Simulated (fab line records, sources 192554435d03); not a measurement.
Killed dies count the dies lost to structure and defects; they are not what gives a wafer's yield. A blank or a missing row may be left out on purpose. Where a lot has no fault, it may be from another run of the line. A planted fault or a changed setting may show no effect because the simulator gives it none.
fab line records -- flow n5-finfet
[record] lots = 4, wafers = 12, last-day = 17
route steps=1938 shown BEOL_M0_SAQP@686 BEOL_M0_CUTY@701 BEOL_M0@715 BEOL_M4@1111
lots with no fault: from the same line, run without faults
start-h: the number of hours between the record's first day and the start of the first shown wafer of the lot -- wait-h: hours from the lot's prior step to this one -- " as in the row above -- L1.1+2: several wafers, shown together as one row -- - either no value or no given start -- * or withheld: withheld -- < > ~ a bound
route shown NAME@n: names a module that has steps shown in the file, with the first one's number in the route -- usual: the fault-free wafers' mean and standard deviation -- same: alike in all rows -- chamber/n: place in a boat -- sites: the reading at each site -- _std_site: how widely they spread, as a standard deviation -- _edge_site: mean of outer sites minus mean of inner sites -- radius-mm: for every site, how far away it sits from the centre of the wafer -- mask NAME#n: copy n -- behind: tool/chamber where the wafer was last shaped -- hold: reason for holding the lot/hours on hold/outcome of the hold -- device: transistor that didn't switch, given as n, p or np -- end of line: tests run on the same wafers once the route is complete -- a step given without rows: its recipe and nothing more -- killed: dies that structure and defects cost at the first sort, which is not the same as the wafer's yield -- map: per-die view of a wafer (x killed, . not killed, _ where there is no die)
set.NAME: the setting as run; set.NAME@STEP: as run at that earlier step -- model.NAME: the simulator's own value behind a step, which no gauge read
lots at selected steps of the route; one table per step, one row per wafer
services: a tool's chamber out of use, with start hour (start-h, from the record's first day; less than 0 if before it), hours out, and reason
[[steps]]
[step N5_BEOL_M0_SAQP_EXPOSE_37]
[recipe] mask-id = M0_CUT1, na = 0.33, source-shape = annular, sigma-inner = 0.35, sigma-outer = 0.8, polarization = unpolarized, target-cd-nm = 30, dose-mj = 44.75
[step N5_BEOL_M0_SAQP_PEB_38]
[recipe] peb-temp-c = 100, peb-time-s = 60, resist = CAR-EUV
[step N5_BEOL_M0_SAQP_DEVELOP_39]
[recipe] develop-time-s = 30, developer = TMAH, resist = CAR-EUV, rinse-liquid = surfactant-rinse, dry = air-spin, dev-temp-c = 23
[step N5_BEOL_M0_SAQP_DESCUM_45]
[recipe] chemistry = O2, time-s = 7, source-power-w = 50, bias-power-w = 20, pressure-mtorr = 20, rf-frequency-hz = 2.712e+07, temp-c = 40, resist = CAR-EUV, o2-flow-sccm = 225
[step N5_BEOL_M0_SAQP_ETCH_88]
[recipe] chemistry = N2/H2, target = underlayer, target-depth-a = 65, time-s = 5.2, ion-energy-ev = 200, mask-material = CAR-EUV, pressure-mtorr = 30, source-w = 840, bias-w = 150, n2-flow-sccm = 200, h2-flow-sccm = 200, ends = cleared
[step N5_BEOL_M0_SAQP_ETCH_73]
[recipe] chemistry = CF4, target = SiARC, target-depth-a = 195, mask-material = CAR-EUV, time-s = 32.5, ion-energy-ev = 80, pressure-mtorr = 40, source-w = 545, bias-w = 36, Ar_flow_sccm = 100, cf4-flow-sccm = 100, ends = cleared
[step N5_BEOL_M0_SAQP_CUT_ETCH_46]
[recipe] chemistry = N2/H2, target = SOC, target-depth-a = 1350, overetch-a = 270, temp-c = 40, time-s = 202.5, ion-energy-ev = 200, mask-material = SiARC, pressure-mtorr = 30, source-w = 840, bias-w = 150, n2-flow-sccm = 200, h2-flow-sccm = 200
[step N5_BEOL_M0_SAQP_STRIP_74]
[recipe] chemistry = N2/H2, temp-c = 40, n2-flow-sccm = 200, h2-flow-sccm = 200, rf-frequency-hz = 6e+07
[step N5_BEOL_M0_SAQP_STRIP_89]
[recipe] chemistry = N2/H2, temp-c = 40, n2-flow-sccm = 200, h2-flow-sccm = 200, rf-frequency-hz = 6e+07
[step N5_BEOL_M0_SAQP_ALD_48]
[recipe] material = SiO2, target-thk-a = 200, temp-c = 100, ald-precursor-family = BDEAS, ald-co-reactant = O2-plasma, pulse-time-s = 1, co-reactant-pulse-time-s = 1, purge-time-s = 2, co-reactant-purge-time-s = 2, ald-cycles = 139, pressure-torr = 2
[usual] ald-cycles = 139/0, heater-power-w = 79/6.3, precursor-pulse-height-rel = 1.001/0.019
[same] purge-time-s = 2
lot.wafer,tool,chamber,start-h,wait-h,ald-cycles,heater-power-w,precursor-pulse-height-rel,model.SiO2_of_BEOL_M0_SAQP_ALD_48.thk-nm
L753.1,ald-sin-03,0,148.54,0.0,139,87,1.001,20
L753.3,ald-sin-03,2,148.54,0.0,139,69,0.982,20.2
L753.5,ald-sin-03,2,148.54,0.0,139,69,1.001,20
L755.1,ald-sin-03,3,162.79,0.0,231,81,0.978,33.2
L755.3,ald-sin-03,1,162.79,0.0,139,83,0.994,20.2
L755.4,ald-sin-03,2,162.79,0.0,139,70,0.979,20.2
L756.1,ald-sin-03,1,163.36,0.1,231,81,1.000,33.2
L756.2,ald-sin-03,2,163.36,0.1,231,70,0.974,33.2
L756.6,ald-sin-03,2,163.36,0.1,139,72,1.011,20
L769.2,ald-sin-02,3,243.06,1.2,139,83,1.008,20
L769.5,ald-sin-02,3,243.06,1.2,139,83,0.967,20
L769.6,ald-sin-02,2,243.06,1.2,139,79,0.987,20
[step N5_BEOL_M0_SAQP_ETCH_49]
[recipe] chemistry = CF4/O2, target-depth-a = 370, target = SiO2, pressure-mtorr = 40, source-w = 535, bias-w = 49, Ar_flow_sccm = 100, cf4-flow-sccm = 100, O2_flow_sccm = 10, ion-energy-ev = 100
[step N5_BEOL_M0_SAQP_STRIP_75]
[recipe] chemistry = CF4, resist = SiARC, power-w = 300, bias-power-w = 75, pressure-mtorr = 50, cf4-flow-sccm = 150, rf-frequency-hz = 6e+07
[step N5_BEOL_M0_CUTY_COAT_50]
[recipe] resist = SiARC, temp-c = 220, time-s = 60, spin-rpm = 1500, resist-thk-nm = 15
[step N5_BEOL_M0_CUTY_COAT_51]
[recipe] resist = CAR-ArF-block, spin-rpm = 1500, resist-thk-nm = 150
[step N5_BEOL_M0_CUTY_EBR_52]
[recipe] solvent = PGMEA, ebr-width-mm = 1.5
[step N5_BEOL_M0_CUTY_SOFTBAKE_53]
[recipe] temp-c = 110, time-s = 60, resist = CAR-ArF-block
[step N5_BEOL_M0_CUTY_EXPOSE_54]
[recipe] mask-id = M0_ABLK, na = 1.35, source-shape = conventional, sigma-outer = 0.8, polarization = unpolarized, dose-mj = 36
[step N5_BEOL_M0_CUTY_PEB_55]
[recipe] peb-temp-c = 110, peb-time-s = 60, resist = CAR-ArF-block
[step N5_BEOL_M0_CUTY_DEVELOP_56]
[recipe] develop-time-s = 30, developer = TMAH, resist = CAR-ArF-block, rinse-liquid = diw, dry = air-spin, dev-temp-c = 23
[step N5_BEOL_M0_CUTY_DESCUM_61]
[recipe] chemistry = O2, time-s = 7.9, source-power-w = 50, bias-power-w = 20, pressure-mtorr = 20, rf-frequency-hz = 2.712e+07, temp-c = 40, resist = CAR-ArF-block, o2-flow-sccm = 225
[step N5_BEOL_M0_CUTY_ETCH_62]
[recipe] chemistry = CF4, target = SiARC, mask-material = CAR-ArF-block, time-s = 58.5, ion-energy-ev = 80, pressure-mtorr = 40, source-w = 545, bias-w = 36, Ar_flow_sccm = 100, cf4-flow-sccm = 100, ends = cleared
[step N5_BEOL_M0_CUTY_ETCH_63]
[recipe] chemistry = N2/H2, target = SOC, target-depth-a = 827, overetch-a = 165, mask-material = SiARC, temp-c = 40, ion-energy-ev = 200, time-s = 124, pressure-mtorr = 30, source-w = 840, bias-w = 150, n2-flow-sccm = 200, h2-flow-sccm = 200
[step N5_BEOL_M0_CUTY_STRIP_64]
[recipe] chemistry = N2/H2, temp-c = 40, n2-flow-sccm = 200, h2-flow-sccm = 200, rf-frequency-hz = 6e+07
[step N5_BEOL_M0_ETCH_138]
[recipe] chemistry = CH3F/O2, target-depth-a = 120, target = SiCN, time-s = 31.6, ion-energy-ev = 120, pressure-mtorr = 30, source-w = 395, bias-w = 75, Ar_flow_sccm = 150, CH3F_flow_sccm = 30, O2_flow_sccm = 20, ends = cleared
[step N5_BEOL_M0_HM_OPEN_105]
[recipe] chemistry = Cl2/BCl3, target-depth-a = 120, target = TiN, ion-energy-ev = 150, pressure-mtorr = 10, icp-w = 1000, bias-w = 126, Cl2_flow_sccm = 53.25, bcl3-flow-sccm = 21.75, Ar_flow_sccm = 25
[step N5_BEOL_M0_STRIP_140]
[recipe] chemistry = CF4, resist = SiARC, power-w = 300, bias-power-w = 75, pressure-mtorr = 50, cf4-flow-sccm = 150, rf-frequency-hz = 6e+07
[usual] bias-power-w = 75.03/0.22, drypump-motor-current-A = 5.7/0.3, oes-product-au = 0.76/0.074, rf-vpp-V = 271.0/1.6, showerhead-plenum-p-Torr = 1.79/0.046, throttle-valve-pct = 13.59/0.25
lot.wafer,tool,chamber,start-h,wait-h,bias-power-w,drypump-motor-current-A,oes-product-au,rf-hours-counter-h,rf-vpp-V,showerhead-plenum-p-Torr,throttle-valve-pct,model.SiO2_of_BEOL_M0_SAQP_ALD_48.thk-nm
L753.1,rie-diel-03,1,158.11,0.1,74.96,5.6,0.86,50,271.0,1.81,13.31,10.6
L753.3,rie-diel-03,3,158.11,0.1,74.73,5.7,0.80,103,269.4,1.74,13.26,10.8
L753.5,rie-diel-03,0,158.11,0.1,75.37,5.9,0.75,-,273.1,1.88,13.52,11
L755.1,rie-diel-01,0,166.37,0.2,74.79,5.9,0.93,10,270.5,1.76,13.29,18
L755.3,rie-diel-01,1,166.37,0.2,74.92,5.7,0.70,199,272.6,1.79,13.41,11.8
L755.4,rie-diel-01,3,166.37,0.2,74.91,5.6,0.70,212,271.8,1.78,13.93,12.2
L756.1,rie-diel-03,2,168.27,0.5,75.18,5.0,0.74,174,269.5,1.80,13.50,18
L756.2,rie-diel-03,0,168.27,0.5,75.06,5.9,0.76,172,271.8,1.88,13.52,19.4
L756.6,rie-diel-03,2,168.27,0.5,75.08,5.0,0.73,-,270.2,1.80,13.51,10.4
L769.2,rie-diel-01,2,244.91,0.1,75.02,5.7,0.92,11,271.1,1.76,13.54,11.2
L769.5,rie-diel-01,3,244.91,0.1,74.68,5.5,0.67,-,270.9,1.77,13.99,11.6
L769.6,rie-diel-01,2,244.91,0.1,75.10,5.7,0.90,-,271.2,1.76,13.54,11.4
[step N5_BEOL_M0_STRIP_104]
[recipe] chemistry = N2/H2, power-w = 450, temp-c = 40, pressure-mtorr = 20, rf-frequency-hz = 6e+07, overash-fraction = 0.3, bias-power-w = 7, h2-frac = 0.5, n2-flow-sccm = 200, h2-flow-sccm = 200
[step N5_BEOL_M4_RC_MEAS_101]
[usual] DIBL_N = 36.9/1.6, DIBL_P = 37.1/2, IOFF_N = 0.17/0.032, IOFF_P = 0.22/0.036, ION_N = 674/12, ION_P = 463/7.8, SS_N = 71.7/0.63, SS_P = 73.5/0.62, VT_N = 249/3.3, VT_P = -250/3.5
lot.wafer,tool,chamber,start-h,wait-h,DIBL_N[mV/V],DIBL_P[mV/V],IOFF_N[nA/um],IOFF_P[nA/um],ION_N[uA/um],ION_P[uA/um],SS_N[mV/dec],SS_P[mV/dec],VT_N[mV],VT_P[mV]
L753.1,prober-01,0,209.36,0.0,37.5,38.3,0.19,0.25,687,464,72.7,73.7,247,-247
L753.3,prober-01,0,209.36,0.0,34.8,36.2,0.14,0.22,675,467,70.9,72.7,251,-247
L753.5,prober-01,0,209.36,0.0,38.2,39.9,0.22,0.29,694,478,72.5,74.2,244,-244
L756.1,prober-02,0,229.13,0.2,38.1,40.4,0.21,0.27,687,465,71.7,74.8,246,-247
L756.2,prober-02,0,229.13,0.2,36.9,37.7,0.18,0.22,676,456,71.7,73.7,249,-251
L756.6,prober-02,0,229.13,0.2,32.9,35.0,0.12,0.18,668,463,70.4,72.9,253,-250
L755.1,prober-01,0,236.56,0.0,37.3,39.2,0.18,0.24,681,466,71.1,73.2,248,-249
L755.3,prober-01,0,236.56,0.0,34.0,36.7,0.14,0.20,681,477,70.9,72.6,249,-250
L755.4,prober-01,0,236.56,0.0,33.2,35.5,0.12,0.18,654,452,70.6,72.2,254,-253
L769.2,prober-01,0,302.28,0.2,35.2,34.0,0.14,0.24,670,467,71.5,73.5,250,-246
L769.5,prober-01,0,302.28,0.2,37.1,35.2,0.17,0.25,688,475,71.8,73.7,250,-246
L769.6,prober-01,0,302.28,0.2,37.9,35.5,0.19,0.26,680,469,72.2,73.1,246,-245
[[services]]
tool,chamber,start-h,hours,kind
rie-diel-03,-,128.92,2.1,repair
ald-sin-03,3,131.97,21.6,repair
rie-diel-03,1,159.93,2.5,repair
rie-diel-03,-,170.76,0.3,repair
rie-diel-01,2,175.18,-,clean
rie-diel-01,2,175.18,-,consumable-replace:focus-ring
rie-diel-01,2,175.18,38.4,scheduled-down
rie-diel-01,2,175.18,38.4,vent-cycle
ald-sin-03,-,177.74,14.0,pm
ald-sin-03,0,177.74,14.0,vent-cycle
ald-sin-03,1,177.74,14.0,vent-cycle
ald-sin-03,2,177.74,14.0,vent-cycle
ald-sin-03,3,177.74,14.0,vent-cycle
rie-diel-01,-,179.88,15.6,pm
ald-sin-03,0,191.74,-,clean
ald-sin-03,1,191.74,-,clean
ald-sin-03,2,191.74,-,clean
ald-sin-03,3,191.74,-,clean
rie-diel-01,-,198.29,0.4,repair
ald-sin-02,0,230.63,4.4,repair
rie-diel-01,0,243.88,4.7,repair
ald-sin-03,3,244.75,5.6,repair
[[key]]
[first-sign] step = N5_BEOL_M0_SAQP_ALD_48, reading = ald-cycles, direction = up, sigmas = 99+, usual = *, struck = *
effect none on later readings
[model-effect] step = N5_BEOL_M0_SAQP_ALD_48, value = SiO2_of_BEOL_M0_SAQP_ALD_48.thk-nm, without = 19.93, struck = 33.2
[model-effect] step = N5_BEOL_M0_STRIP_140, value = SiO2_of_BEOL_M0_SAQP_ALD_48.thk-nm, without = 11.07, struck = 18.47
met-at N5_BEOL_M0_SAQP_ALD_48
struck-wafers L755.1,L756.1,L756.2
[fault] kind = process-parameter-drift, tool = ald-sin-03, chamber = -, onset-h = 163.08, steps = N5_BEOL_M0_SAQP_ALD_48, channel = ald-cycles, offset = *, shape = step, end-h = 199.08, scope = struck-wafers-only, acts-in = *, stated = *
